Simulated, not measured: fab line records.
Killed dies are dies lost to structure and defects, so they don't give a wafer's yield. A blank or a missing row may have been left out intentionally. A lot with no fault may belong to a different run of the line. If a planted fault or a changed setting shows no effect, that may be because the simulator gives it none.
3 desks, one fault + flow nandHarc + each desk has only its own numbers; what lay behind them comes last

== TOOL OWNER'S DESK, rieSi-02 ==
The tool's own readings at NHARC_A_ZERO_WELL_ETCH_13 (etches the open film in HBr/Cl2, target depth 120 nm, time 40.1 s): means of the sampled wafers that have a number, for each lot that ran on this tool. If a lot's mean is further than 4 standard deviations from the usual mean, the lot is out of limits and carries the mark OUT (the distance appears in the brackets).
Columns: A = drypumpMotorCurrentA at NHARC_A_ZERO_WELL_ETCH_13, usual 5.7 A; B = oesProductAu at NHARC_A_ZERO_WELL_ETCH_13, usual 1.001 a.u.; C = throttleValvePct at NHARC_A_ZERO_WELL_ETCH_13, usual 26.406 %
| lot  | first seen here | A   | B     | C      |
|------|-----------------|-----|-------|--------|
| L432 | day 8 01:05     | 5.3 | 1.002 | 26.406 |
| L434 | day 9 03:26     | 6.1 | 1.013 | 26.401 |
| L436 | day 9 17:38     | 5.1 | 0.998 | 26.410 |
| L438 | day 10 19:31    | 5.4 | 1.002 | 26.401 |
| L447 | day 14 05:46    | 6.1 | 0.999 | 26.410 |
| L449 | day 15 14:45    | 5.9 | 1.001 | 26.401 |
| L452 | day 16 17:29    | 5.6 | 1.002 | 26.404 |
Finding of this desk: none of the 7 lots has anything out of limits.

== THE DEFECT DESK ==
For each lot, the counts of the inspections along the route, averaged over the sampled wafers that have a number. If a lot's mean is further than 4 standard deviations from the usual mean, the lot is out of limits and carries the mark OUT (the distance appears in the brackets).
Columns: A = rawDefectCount at NHARC_A_ZERO_WELL_INSPECT_17, usual 11; B = rawDefectCount at NHARC_A_SOURCE_PLATE_INSPECT_08, usual 54
| lot  | first seen here | A             | B              |
|------|-----------------|---------------|----------------|
| L432 | day 8 02:11     | 7             | 67             |
| L433 | day 8 15:20     | 11            | 62             |
| L434 | day 9 04:32     | 9             | 47             |
| L435 | day 9 09:08     | 15            | 49             |
| L436 | day 9 18:44     | 10            | 28             |
| L438 | day 10 20:40    | 162 (+29) OUT | 218 (+8.6) OUT |
| L446 | day 14 02:00    | 10            | 41             |
| L447 | day 14 06:52    | 6             | 61             |
| L449 | day 15 15:51    | 13            | 53             |
| L451 | day 16 03:09    | 9             | 48             |
| L452 | day 16 18:35    | 5             | 27             |
This desk's verdict: out of limits on L438, starting with L438 at day 10 20:40 (rawDefectCount at NHARC_A_ZERO_WELL_INSPECT_17). Within limits: L432, L433, L434, L435, L436, L446, L447, L449, L451, L452.

== THE METROLOGY DESK ==
What the gauges read for every lot (on any tool): the sampled wafers with a number, averaged. If a lot's mean is further than 4 standard deviations from the usual mean, the lot is out of limits and carries the mark OUT (the distance appears in the brackets).
Columns: A = thkNm at NHARC_P_BONDPAD_THK_MEAS_20, usual 160.8 nm
| lot  | first seen here | A     |
|------|-----------------|-------|
| L432 | day 7 23:02     | 161.1 |
| L433 | day 8 12:20     | 160.8 |
| L434 | day 9 01:32     | 160.5 |
| L435 | day 9 06:04     | 160.0 |
| L436 | day 9 15:53     | 160.2 |
| L438 | day 10 17:37    | 161.0 |
| L446 | day 13 23:01    | 161.0 |
| L447 | day 14 03:53    | 160.9 |
| L449 | day 15 12:52    | 160.1 |
| L451 | day 16 00:10    | 160.3 |
| L452 | day 16 15:37    | 160.0 |
Finding of this desk: none of the 11 lots has anything out of limits.

== TAKEN TOGETHER ==
The defect desk could have raised an alarm at day 10 20:40, on L438.
Nothing out of limits was seen by the tool owner's desk.
The metrology desk saw nothing out of limits.
The tool owner's desk has L438 on record, within its limits.
The metrology desk holds a record of L438, inside its limits.
The lots listed all ran NHARC_A_ZERO_WELL_ETCH_13 on rieSi-02.

== WHAT THE SIMULATOR HAD PUT IN ==
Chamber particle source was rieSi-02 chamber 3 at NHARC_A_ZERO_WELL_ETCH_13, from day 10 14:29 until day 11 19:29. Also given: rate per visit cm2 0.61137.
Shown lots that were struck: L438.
Hours from the fault's start to each desk's first reading out of limits: the defect desk, 6.
